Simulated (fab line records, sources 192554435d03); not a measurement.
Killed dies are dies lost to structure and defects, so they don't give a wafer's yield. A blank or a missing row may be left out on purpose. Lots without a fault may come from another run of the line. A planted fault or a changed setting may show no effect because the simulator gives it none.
Chamber matching | flow n5_finfet | N5_BEOL_M10_CMP_52 on cmp-03: 4 sister chambers
The step polishes, stops on SiCOH lowk, t overpolish 7 s, target thk 140 nm. 4 wafers are shown with their chamber, then 7 later ones without.

WAFERS WITH THEIR CHAMBER
wafer  | chamber | motor_current_A (A)
L077.5 | 3       | 5.8
L083.4 | 2       | 5.8
L086.1 | 1       | 6.2
L086.2 | 0       | 6.6

WAFERS WITHOUT THEIR CHAMBER
wafer  | motor_current_A (A)
L086.4 | 5.7
L088.1 | 6.8
L088.4 | 5.8
L088.5 | 5.5
L093.1 | 5.4
L093.4 | 6.6
L093.6 | 6.1

WHICH CHAMBER EACH WENT THROUGH
wafer  | from the rows above               | in truth
L086.4 | can't be placed: 2 or 3 or 1      | 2
L088.1 | can't be placed: 0 or 1           | 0
L088.4 | can't be placed: 2 or 3 or 1      | 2
L088.5 | can't be placed: 2 or 3 or 1      | 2
L093.1 | can't be placed: 2 or 3 or 1      | 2
L093.4 | can't be placed: 0 or 1           | 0
L093.6 | can't be placed: 1 or 2 or 3 or 0 | 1
Placed correctly: 0 of 7. Can't be placed from these rows: 7 (the true chamber is among the candidates in 7). Placed wrongly: 0.
How it was worked out, from the rows above alone: a wafer's distance from a chamber is the root of the sum, over the readings, of the square of ((its reading less the chamber's mean) divided by the reading's scatter). The wafer belongs to the nearest chamber; if the next one is less than 2 further off, it can't be placed. A chamber's mean is the mean of its shown wafers. The scatter: with one shown wafer a chamber, the root of the mean of the squares of how far each hidden wafer lies from its nearest shown one.
